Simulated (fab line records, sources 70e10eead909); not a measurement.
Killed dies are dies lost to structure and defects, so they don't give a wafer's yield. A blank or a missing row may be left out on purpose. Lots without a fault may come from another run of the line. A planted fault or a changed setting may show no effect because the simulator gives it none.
Which tool did it? | flow nand_harc | 24 lots, 72 wafers sampled, at 6 steps of a route of 1302

WHAT THE GAUGES READ, wafer by wafer
The record holds no reading of a measuring or inspecting step that can be judged against a usual standard deviation.

WHICH TOOL RAN EACH LOT (tool, then ch and the chambers of the sampled wafers, then the start)
lot  | NHARC_A_STAIRCASE_ETCH_190                    | NHARC_A_STAIRCASE_TRIM_198                    | NHARC_A_STAIRCASE_ETCH_203                    | NHARC_A_STAIRCASE_TRIM_224                    | NHARC_A_STAIRCASE_ETCH_225                    | NHARC_A_STAIRCASE_DESCUM_252
L074 | rie_diel-08 ch 0,2, day 16 03:15 or earlier   | rie_diel-06 ch 2,3, day 16 03:15 or earlier   | rie_diel-06 ch 0,3, day 16 03:15 or earlier   | rie_diel-08 ch 0,1,3, day 16 03:15 or earlier | rie_diel-08 ch 0,2, day 16 03:15 or earlier   | rie_diel-08 ch 2,3, day 16 03:15
L075 | rie_diel-06 ch 0,1,2, day 17 03:19 or earlier | rie_diel-08 ch 1,2,3, day 17 03:19 or earlier | rie_diel-08 ch 0,1,3, day 17 03:19 or earlier | rie_diel-08 ch 0,2,3, day 17 03:19 or earlier | rie_diel-08 ch 1,3, day 17 03:19 or earlier   | rie_diel-10 ch 1,3, day 17 03:19
L076 | rie_diel-08 ch 0,1,2, day 17 05:35 or earlier | rie_diel-08 ch 1,2,3, day 17 05:35 or earlier | rie_diel-08 ch 0,2, day 17 05:35 or earlier   | rie_diel-10 ch 0,1, day 17 05:35 or earlier   | rie_diel-10 ch 1,3, day 17 05:35 or earlier   | rie_diel-08 ch 0,3, day 17 05:35
L077 | rie_diel-08 ch 0,2,3, day 17 07:49 or earlier | rie_diel-08 ch 0,2, day 17 07:49 or earlier   | rie_diel-08 ch 0,2,3, day 17 07:49 or earlier | rie_diel-10 ch 0,1,2, day 17 07:49 or earlier | rie_diel-10 ch 0,1,3, day 17 07:49 or earlier | rie_diel-08 ch 0,2,3, day 17 07:49
L078 | rie_diel-06 ch 1,3, day 17 18:24 or earlier   | rie_diel-06 ch 0,1,3, day 17 18:24 or earlier | rie_diel-06 ch 0,2, day 17 18:24 or earlier   | rie_diel-08 ch 0,2,3, day 17 18:24 or earlier | rie_diel-08 ch 1,3, day 17 18:24 or earlier   | rie_diel-10 ch 0,1,2, day 17 18:24
L079 | rie_diel-06 ch 2,3, day 18 08:34 or earlier   | rie_diel-06 ch 0,1,2, day 18 08:34 or earlier | rie_diel-06 ch 0,2, day 18 08:34 or earlier   | rie_diel-08 ch 0,2, day 18 08:34 or earlier   | rie_diel-08 ch 0,1,3, day 18 08:34 or earlier | rie_diel-10 ch 0,2,3, day 18 08:34
L080 | rie_diel-10 ch 0,2, day 18 15:16 or earlier   | rie_diel-06 ch 0,2,3, day 18 15:16 or earlier | rie_diel-06 ch 0,1,3, day 18 15:16 or earlier | rie_diel-08 ch 0,2,3, day 18 15:16 or earlier | rie_diel-08 ch 1,2,3, day 18 15:16 or earlier | rie_diel-08 ch 0,1,3, day 18 15:16
L081 | rie_diel-06 ch 1,2,3, day 18 23:34 or earlier | rie_diel-08 ch 0,1,3, day 18 23:34 or earlier | rie_diel-08 ch 1,2,3, day 18 23:34 or earlier | rie_diel-06 ch 2,3, day 18 23:34 or earlier   | rie_diel-06 ch 2,3, day 18 23:34 or earlier   | rie_diel-10 ch 0,1,2, day 18 23:34
L082 | rie_diel-06 ch 0,1,2, day 19 13:14 or earlier | rie_diel-08 ch 1,3, day 19 13:14 or earlier   | rie_diel-08 ch 1,2,3, day 19 13:14 or earlier | rie_diel-08 ch 1,3, day 19 13:14 or earlier   | rie_diel-08 ch 0,2,3, day 19 13:14 or earlier | rie_diel-06 ch 0,1,2, day 19 13:14
L083 | rie_diel-06 ch 1,2,3, day 20 04:41 or earlier | rie_diel-10 ch 1,3, day 20 04:41 or earlier   | rie_diel-10 ch 0,2,3, day 20 04:41 or earlier | rie_diel-08 ch 0,2,3, day 20 04:41 or earlier | rie_diel-08 ch 1,2, day 20 04:41 or earlier   | rie_diel-10 ch 1,3, day 20 04:41
L084 | rie_diel-08 ch 1,2, day 20 14:46 or earlier   | rie_diel-10 ch 0,3, day 20 14:46 or earlier   | rie_diel-10 ch 0,3, day 20 14:46 or earlier   | rie_diel-10 ch 2,3, day 20 14:46 or earlier   | rie_diel-10 ch 0,3, day 20 14:46 or earlier   | rie_diel-06 ch 0,1,3, day 20 14:46
L085 | rie_diel-06 ch 0,2,3, day 21 02:14 or earlier | rie_diel-08 ch 0,2,3, day 21 02:14 or earlier | rie_diel-08 ch 0,1, day 21 02:14 or earlier   | rie_diel-06 ch 1,3, day 21 02:14 or earlier   | rie_diel-06 ch 0,1, day 21 02:14 or earlier   | rie_diel-06 ch 0,2, day 21 02:14
L087 | rie_diel-10 ch 0,2,3, day 21 02:32 or earlier | rie_diel-10 ch 0,2,3, day 21 02:32 or earlier | rie_diel-10 ch 0,2,3, day 21 02:32 or earlier | rie_diel-10 ch 0,2,3, day 21 02:32 or earlier | rie_diel-10 ch 0,2,3, day 21 02:32 or earlier | rie_diel-06 ch 0,2,3, day 21 02:32
L086 | rie_diel-08 ch 0,2,3, day 21 02:59 or earlier | rie_diel-08 ch 1,2,3, day 21 02:59 or earlier | rie_diel-08 ch 1,2,3, day 21 02:59 or earlier | rie_diel-10 ch 2,3, day 21 02:59 or earlier   | rie_diel-10 ch 0,3, day 21 02:59 or earlier   | rie_diel-06 ch 1,2,3, day 21 02:59
L088 | rie_diel-06 ch 0,3, day 22 18:07 or earlier   | rie_diel-06 ch 1,2,3, day 22 18:07 or earlier | rie_diel-06 ch 0,1,3, day 22 18:07 or earlier | rie_diel-06 ch 1,2, day 22 18:07 or earlier   | rie_diel-06 ch 0,1, day 22 18:07 or earlier   | rie_diel-08 ch 0,1,2, day 22 18:07
L089 | rie_diel-06 ch 1,2, day 22 21:52 or earlier   | rie_diel-06 ch 0,1,3, day 22 21:52 or earlier | rie_diel-06 ch 0,1, day 22 21:52 or earlier   | rie_diel-06 ch 0,1,2, day 22 21:52 or earlier | rie_diel-06 ch 0,1,2, day 22 21:52 or earlier | rie_diel-10 ch 0,3, day 22 21:52
L091 | rie_diel-06 ch 0,1,2, day 22 23:25 or earlier | rie_diel-08 ch 1,2,3, day 22 23:25 or earlier | rie_diel-08 ch 0,1,3, day 22 23:25 or earlier | rie_diel-08 ch 0,1,3, day 22 23:25 or earlier | rie_diel-08 ch 1,2,3, day 22 23:25 or earlier | rie_diel-06 ch 0,1,2, day 22 23:25
L090 | rie_diel-06 ch 0,1,2, day 22 23:59 or earlier | rie_diel-08 ch 1,3, day 22 23:59 or earlier   | rie_diel-08 ch 0,2,3, day 22 23:59 or earlier | rie_diel-08 ch 0,1, day 22 23:59 or earlier   | rie_diel-08 ch 2,3, day 22 23:59 or earlier   | rie_diel-06 ch 2,3, day 22 23:59
L092 | rie_diel-08 ch 0,3, day 23 20:47 or earlier   | rie_diel-10 ch 0,2,3, day 23 20:47 or earlier | rie_diel-10 ch 0,3, day 23 20:47 or earlier   | rie_diel-06 ch 0,3, day 23 20:47 or earlier   | rie_diel-06 ch 0,2,3, day 23 20:47 or earlier | rie_diel-06 ch 0,2,3, day 23 20:47
L093 | rie_diel-06 ch 1,2, day 23 21:13 or earlier   | rie_diel-06 ch 2,3, day 23 21:13 or earlier   | rie_diel-06 ch 1,2,3, day 23 21:13 or earlier | rie_diel-06 ch 0,2, day 23 21:13 or earlier   | rie_diel-06 ch 1,2,3, day 23 21:13 or earlier | rie_diel-06 ch 0,1, day 23 21:13
L094 | rie_diel-10 ch 0,1,2, day 24 07:49 or earlier | rie_diel-10 ch 1,2,3, day 24 07:49 or earlier | rie_diel-10 ch 1,2,3, day 24 07:49 or earlier | rie_diel-06 ch 0,2,3, day 24 07:49 or earlier | rie_diel-06 ch 0,1,3, day 24 07:49 or earlier | rie_diel-08 ch 0,1,3, day 24 07:49
L095 | rie_diel-06 ch 0,1, day 24 15:15 or earlier   | rie_diel-06 ch 0,2, day 24 15:15 or earlier   | rie_diel-06 ch 0,1,2, day 24 15:15 or earlier | rie_diel-08 ch 0,1, day 24 15:15 or earlier   | rie_diel-08 ch 2,3, day 24 15:15 or earlier   | rie_diel-10 ch 0,1, day 24 15:15
L096 | rie_diel-06 ch 1,3, day 25 02:53 or earlier   | rie_diel-08 ch 2,3, day 25 02:53 or earlier   | rie_diel-08 ch 1,2, day 25 02:53 or earlier   | rie_diel-06 ch 0,2,3, day 25 02:53 or earlier | rie_diel-06 ch 0,2, day 25 02:53 or earlier   | rie_diel-08 ch 2,3, day 25 02:53
L097 | rie_diel-06 ch 0,1, day 25 08:38 or earlier   | rie_diel-10 ch 1,2, day 25 08:38 or earlier   | rie_diel-10 ch 1,3, day 25 08:38 or earlier   | rie_diel-06 ch 0,2,3, day 25 08:38 or earlier | rie_diel-06 ch 1,2, day 25 08:38 or earlier   | rie_diel-10 ch 2,3, day 25 08:38
- NHARC_A_STAIRCASE_ETCH_190: etches the open film in C4F8/O2, target depth 100 nm, time 40.5 s.
- NHARC_A_STAIRCASE_TRIM_198: chemistry O2, time 211.2 s.
- NHARC_A_STAIRCASE_ETCH_203: etches the open film in C4F8/O2, target depth 100 nm, time 40.5 s.
- NHARC_A_STAIRCASE_TRIM_224: chemistry O2, time 211.2 s.
- NHARC_A_STAIRCASE_ETCH_225: etches the open film in C4F8/O2, target depth 100 nm, time 40.5 s.
- NHARC_A_STAIRCASE_DESCUM_252: chemistry O2, time 3 s.

WHAT THE TOOLS THEMSELVES READ (means of the sampled wafers that have a number; where no wafer has one, the mark that the record gives instead)
NHARC_A_STAIRCASE_ETCH_190. Usual: oes_product_au 0.945 a.u., standard deviation 0.015; rf_vpp_V 897 V, standard deviation 6.2.
lot  | tool        | oes_product_au (a.u.) | rf_vpp_V (V) | flag
L074 | rie_diel-08 | 0.969                 | 890          |
L075 | rie_diel-06 | 0.951                 | 896          |
L076 | rie_diel-08 | 0.961                 | 900          |
L077 | rie_diel-08 | 0.948                 | 902          |
L078 | rie_diel-06 | 0.939                 | 892          |
L079 | rie_diel-06 | 0.955                 | 896          |
L080 | rie_diel-10 | 0.950                 | 905          |
L081 | rie_diel-06 | 0.943                 | 896          |
L082 | rie_diel-06 | 0.959                 | 897          |
L083 | rie_diel-06 | 0.930                 | 896          |
L084 | rie_diel-08 | 0.944                 | 896          |
L085 | rie_diel-06 | 0.957                 | 896          |
L087 | rie_diel-10 | 0.939                 | 902          |
L086 | rie_diel-08 | 0.947                 | 900          |
L088 | rie_diel-06 | 0.932                 | 892          |
L089 | rie_diel-06 | 0.936                 | 899          |
L091 | rie_diel-06 | 0.939                 | 896          |
L090 | rie_diel-06 | 0.943                 | 895          |
L092 | rie_diel-08 | 0.941                 | 900          |
L093 | rie_diel-06 | 0.963                 | 893          |
L094 | rie_diel-10 | 0.945                 | 904          |
L095 | rie_diel-06 | 0.952                 | 891          |
L096 | rie_diel-06 | 0.947                 | 890          |
L097 | rie_diel-06 | 0.954                 | 891          |

NHARC_A_STAIRCASE_TRIM_198. Usual: drypump_motor_current_A 5.8 A, standard deviation 0.48; oes_product_au 1.002 a.u., standard deviation 0.015; rf_vpp_V 58.0 V, standard deviation 0.93; showerhead_plenum_p_Torr 3.60 Torr, standard deviation 0.15; throttle_valve_pct 17.037 %, standard deviation 0.0081.
lot  | tool        | drypump_motor_current_A (A) | oes_product_au (a.u.) | rf_vpp_V (V) | showerhead_plenum_p_Torr (Torr) | throttle_valve_pct (%) | flag
L074 | rie_diel-06 | 6.2                         | 1.002                 | 57.6         | 3.56                            | 17.033                 |
L075 | rie_diel-08 | 5.7                         | 1.012                 | 58.4         | 3.58                            | 17.037                 |
L076 | rie_diel-08 | 5.6                         | 1.013                 | 57.8         | 3.58                            | 17.037                 |
L077 | rie_diel-08 | 6.2                         | 1.016                 | 58.5         | 3.72                            | 17.032                 |
L078 | rie_diel-06 | 6.0                         | 1.006                 | 57.2         | 3.41                            | 17.027                 |
L079 | rie_diel-06 | 6.0                         | 1.007                 | 57.4         | 3.53                            | 17.033                 |
L080 | rie_diel-06 | 6.3                         | 1.012                 | 58.2         | 3.55                            | 17.039                 |
L081 | rie_diel-08 | 5.6                         | 1.000                 | 58.2         | 3.65                            | 17.047                 |
L082 | rie_diel-08 | 5.2                         | 1.000                 | 57.4         | 3.58                            | 17.039                 |
L083 | rie_diel-10 | 5.7                         | 0.994                 | 58.2         | 3.61                            | 17.035                 |
L084 | rie_diel-10 | 5.5                         | 0.997                 | 57.7         | 3.62                            | 17.042                 |
L085 | rie_diel-08 | 5.9                         | 1.004                 | 58.1         | 3.64                            | 17.036                 |
L087 | rie_diel-10 | 5.3                         | 0.995                 | 58.2         | 3.70                            | 17.038                 |
L086 | rie_diel-08 | 5.7                         | 0.995                 | 57.0         | 3.56                            | 17.042                 |
L088 | rie_diel-06 | 6.0                         | 1.004                 | 57.2         | 3.51                            | 17.037                 |
L089 | rie_diel-06 | 6.0                         | 1.012                 | 57.2         | 3.39                            | 17.045                 |
L091 | rie_diel-08 | 5.7                         | 0.999                 | 57.8         | 3.55                            | 17.045                 |
L090 | rie_diel-08 | 5.2                         | 0.996                 | 57.8         | 3.57                            | 17.038                 |
L092 | rie_diel-10 | 5.3                         | 0.988                 | 58.0         | 3.69                            | 17.040                 |
L093 | rie_diel-06 | 6.3                         | 0.975                 | 57.5         | 3.52                            | 17.040                 |
L094 | rie_diel-10 | 5.5                         | 0.995                 | 57.8         | 3.68                            | 17.030                 |
L095 | rie_diel-06 | 6.2                         | 0.995                 | 58.0         | 3.53                            | 17.031                 |
L096 | rie_diel-08 | 5.5                         | 1.019                 | 58.1         | 3.56                            | 17.040                 |
L097 | rie_diel-10 | 5.3                         | 0.994                 | 58.8         | 3.74                            | 17.035                 |

NHARC_A_STAIRCASE_ETCH_203. Usual: oes_product_au 0.945 a.u., standard deviation 0.014; rf_vpp_V 898 V, standard deviation 5.6.
lot  | tool        | oes_product_au (a.u.) | rf_vpp_V (V) | flag
L074 | rie_diel-06 | 0.954                 | 893          |
L075 | rie_diel-08 | 0.954                 | 901          |
L076 | rie_diel-08 | 0.955                 | 900          |
L077 | rie_diel-08 | 0.960                 | 900          |
L078 | rie_diel-06 | 0.961                 | 897          |
L079 | rie_diel-06 | 0.952                 | 901          |
L080 | rie_diel-06 | 0.948                 | 892          |
L081 | rie_diel-08 | 0.952                 | 897          |
L082 | rie_diel-08 | 0.950                 | 897          |
L083 | rie_diel-10 | 0.940                 | 902          |
L084 | rie_diel-10 | 0.941                 | 899          |
L085 | rie_diel-08 | 0.953                 | 904          |
L087 | rie_diel-10 | 0.947                 | 903          |
L086 | rie_diel-08 | 0.944                 | 897          |
L088 | rie_diel-06 | 0.939                 | 890          |
L089 | rie_diel-06 | 0.944                 | 891          |
L091 | rie_diel-08 | 0.931                 | 900          |
L090 | rie_diel-08 | 0.955                 | 898          |
L092 | rie_diel-10 | 0.928                 | 899          |
L093 | rie_diel-06 | 0.939                 | 896          |
L094 | rie_diel-10 | 0.928                 | 901          |
L095 | rie_diel-06 | 0.951                 | 895          |
L096 | rie_diel-08 | 0.947                 | 896          |
L097 | rie_diel-10 | 0.932                 | 898          |

NHARC_A_STAIRCASE_TRIM_224. Usual: drypump_motor_current_A 5.8 A, standard deviation 0.48; oes_product_au 1.003 a.u., standard deviation 0.016; rf_vpp_V 57.9 V, standard deviation 0.95; showerhead_plenum_p_Torr 3.58 Torr, standard deviation 0.16; throttle_valve_pct 17.036 %, standard deviation 0.0099.
lot  | tool        | drypump_motor_current_A (A) | oes_product_au (a.u.) | rf_vpp_V (V) | showerhead_plenum_p_Torr (Torr) | throttle_valve_pct (%) | flag
L074 | rie_diel-08 | 5.5                         | 1.023                 | 57.5         | 3.49                            | 17.033                 |
L075 | rie_diel-08 | 5.8                         | 1.008                 | 58.8         | 3.66                            | 17.033                 |
L076 | rie_diel-10 | 5.3                         | 1.008                 | 59.2         | 3.76                            | 17.030                 |
L077 | rie_diel-10 | 5.2                         | 1.015                 | 57.7         | 3.77                            | 17.043                 |
L078 | rie_diel-08 | 5.8                         | 1.009                 | 58.7         | 3.65                            | 17.033                 |
L079 | rie_diel-08 | 6.1                         | 1.017                 | 57.9         | 3.71                            | 17.043                 |
L080 | rie_diel-08 | 5.9                         | 1.008                 | 58.2         | 3.65                            | 17.040                 |
L081 | rie_diel-06 | 6.3                         | 1.005                 | 57.2         | 3.67                            | 17.037                 |
L082 | rie_diel-08 | 5.2                         | 0.999                 | 58.7         | 3.58                            | 17.022                 |
L083 | rie_diel-08 | 5.8                         | 1.003                 | 57.1         | 3.64                            | 17.042                 |
L084 | rie_diel-10 | 5.6                         | 0.998                 | 57.3         | 3.62                            | 17.032                 |
L085 | rie_diel-06 | 6.0                         | 1.004                 | 57.3         | 3.40                            | 17.038                 |
L087 | rie_diel-10 | 5.3                         | 0.995                 | 58.7         | 3.70                            | 17.040                 |
L086 | rie_diel-10 | 5.6                         | 1.000                 | 58.0         | 3.62                            | 17.046                 |
L088 | rie_diel-06 | 6.0                         | 0.997                 | 58.2         | 3.63                            | 17.033                 |
L089 | rie_diel-06 | 6.0                         | 1.006                 | 57.1         | 3.51                            | 17.042                 |
L091 | rie_diel-08 | 5.5                         | 1.007                 | 58.1         | 3.63                            | 17.040                 |
L090 | rie_diel-08 | 5.7                         | 1.009                 | 57.8         | 3.61                            | 17.037                 |
L092 | rie_diel-06 | 6.2                         | 0.989                 | 58.3         | 3.41                            | 17.032                 |
L093 | rie_diel-06 | 6.3                         | 0.990                 | 58.4         | 3.64                            | 17.030                 |
L094 | rie_diel-06 | 6.2                         | 0.991                 | 58.1         | 3.52                            | 17.027                 |
L095 | rie_diel-08 | 5.9                         | 1.010                 | 58.5         | 3.69                            | 17.027                 |
L096 | rie_diel-06 | 6.2                         | 0.985                 | 58.2         | 3.52                            | 17.030                 |
L097 | rie_diel-06 | 6.2                         | 0.988                 | 57.8         | 3.52                            | 17.035                 |

NHARC_A_STAIRCASE_ETCH_225. Usual: oes_product_au 0.943 a.u., standard deviation 0.017; rf_vpp_V 897 V, standard deviation 5.5.
lot  | tool        | oes_product_au (a.u.) | rf_vpp_V (V) | flag
L074 | rie_diel-08 | 0.958                 | 893          |
L075 | rie_diel-08 | 0.931                 | 899          |
L076 | rie_diel-10 | 0.934                 | 899          |
L077 | rie_diel-10 | 0.945                 | 902          |
L078 | rie_diel-08 | 0.949                 | 898          |
L079 | rie_diel-08 | 0.945                 | 901          |
L080 | rie_diel-08 | 0.949                 | 898          |
L081 | rie_diel-06 | 0.947                 | 897          |
L082 | rie_diel-08 | 0.940                 | 900          |
L083 | rie_diel-08 | 0.947                 | 896          |
L084 | rie_diel-10 | 0.924                 | 900          |
L085 | rie_diel-06 | 0.955                 | 892          |
L087 | rie_diel-10 | 0.931                 | 901          |
L086 | rie_diel-10 | 0.932                 | 903          |
L088 | rie_diel-06 | 0.955                 | 891          |
L089 | rie_diel-06 | 0.939                 | 896          |
L091 | rie_diel-08 | 0.941                 | 896          |
L090 | rie_diel-08 | 0.942                 | 897          |
L092 | rie_diel-06 | 0.930                 | 896          |
L093 | rie_diel-06 | 0.925                 | 894          |
L094 | rie_diel-06 | 0.937                 | 890          |
L095 | rie_diel-08 | 0.957                 | 897          |
L096 | rie_diel-06 | 0.942                 | 895          |
L097 | rie_diel-06 | 0.950                 | 899          |

NHARC_A_STAIRCASE_DESCUM_252. Usual: drypump_motor_current_A 5.7 A, standard deviation 0.47; oes_product_au 1.004 a.u., standard deviation 0.016; rf_vpp_V 57.9 V, standard deviation 0.9; showerhead_plenum_p_Torr 1.95 Torr, standard deviation 0.093; throttle_valve_pct 11.310 %, standard deviation 0.0089.
lot  | tool        | drypump_motor_current_A (A) | oes_product_au (a.u.) | rf_vpp_V (V) | showerhead_plenum_p_Torr (Torr) | throttle_valve_pct (%) | flag
L074 | rie_diel-08 | 5.5                         | 1.016                 | 58.1         | 1.96                            | 11.309                 |
L075 | rie_diel-10 | 5.6                         | 1.001                 | 57.9         | 2.00                            | 11.312                 |
L076 | rie_diel-08 | 5.4                         | 1.008                 | 58.2         | 2.00                            | 11.310                 |
L077 | rie_diel-08 | 5.8                         | 1.014                 | 57.0         | 1.98                            | 11.311                 |
L078 | rie_diel-10 | 5.2                         | 1.014                 | 59.0         | 2.05                            | 11.311                 |
L079 | rie_diel-10 | 5.3                         | 1.008                 | 57.9         | 2.02                            | 11.314                 |
L080 | rie_diel-08 | 5.5                         | 1.001                 | 57.6         | 1.99                            | 11.312                 |
L081 | rie_diel-10 | 5.2                         | 1.000                 | 58.2         | 2.05                            | 11.305                 |
L082 | rie_diel-06 | 6.0                         | 1.005                 | 57.6         | 1.91                            | 11.305                 |
L083 | rie_diel-10 | 5.7                         | 0.998                 | 57.5         | 1.96                            | 11.310                 |
L084 | rie_diel-06 | 6.0                         | 1.006                 | 56.9         | 1.84                            | 11.310                 |
L085 | rie_diel-06 | 6.2                         | 1.005                 | 57.6         | 1.99                            | 11.311                 |
L087 | rie_diel-06 | 6.3                         | 1.003                 | 59.0         | 1.92                            | 11.319                 |
L086 | rie_diel-06 | 6.0                         | 0.999                 | 58.1         | 1.91                            | 11.316                 |
L088 | rie_diel-08 | 5.9                         | 1.015                 | 58.3         | 1.96                            | 11.312                 |
L089 | rie_diel-10 | 5.5                         | 0.988                 | 58.0         | 1.96                            | 11.313                 |
L091 | rie_diel-06 | 6.0                         | 1.002                 | 56.6         | 1.90                            | 11.303                 |
L090 | rie_diel-06 | 6.3                         | 0.976                 | 58.7         | 1.91                            | 11.298                 |
L092 | rie_diel-06 | 6.2                         | 0.985                 | 57.8         | 1.91                            | 11.303                 |
L093 | rie_diel-06 | 5.7                         | 1.018                 | 57.3         | 1.82                            | 11.310                 |
L094 | rie_diel-08 | 5.6                         | 1.011                 | 58.9         | 1.97                            | 11.309                 |
L095 | rie_diel-10 | 5.2                         | 1.002                 | 58.7         | 2.04                            | 11.310                 |
L096 | rie_diel-08 | 5.5                         | 1.012                 | 59.0         | 1.93                            | 11.314                 |
L097 | rie_diel-10 | 5.5                         | 0.992                 | 58.1         | 1.96                            | 11.308                 |

THE ANSWER, worked out from the rows above alone
Rule: a lot is off if the mean of its wafers that have a number lies more than 3 standard deviations from the usual mean. A lot without any number at a reading at which 4 lots or more have one is off too. The other lots that the step has rows for count as sound. The gauges are gone through in route order, then the tools' own readings, and for those a lot's mean is taken as printed above. The first step at which some lot is off is used, and at that step the reading that is off furthest; a lot without a number counts as furthest.
No lot is off at any reading shown: from this, nothing can be told.

WHAT THE SIMULATOR HAD PUT IN
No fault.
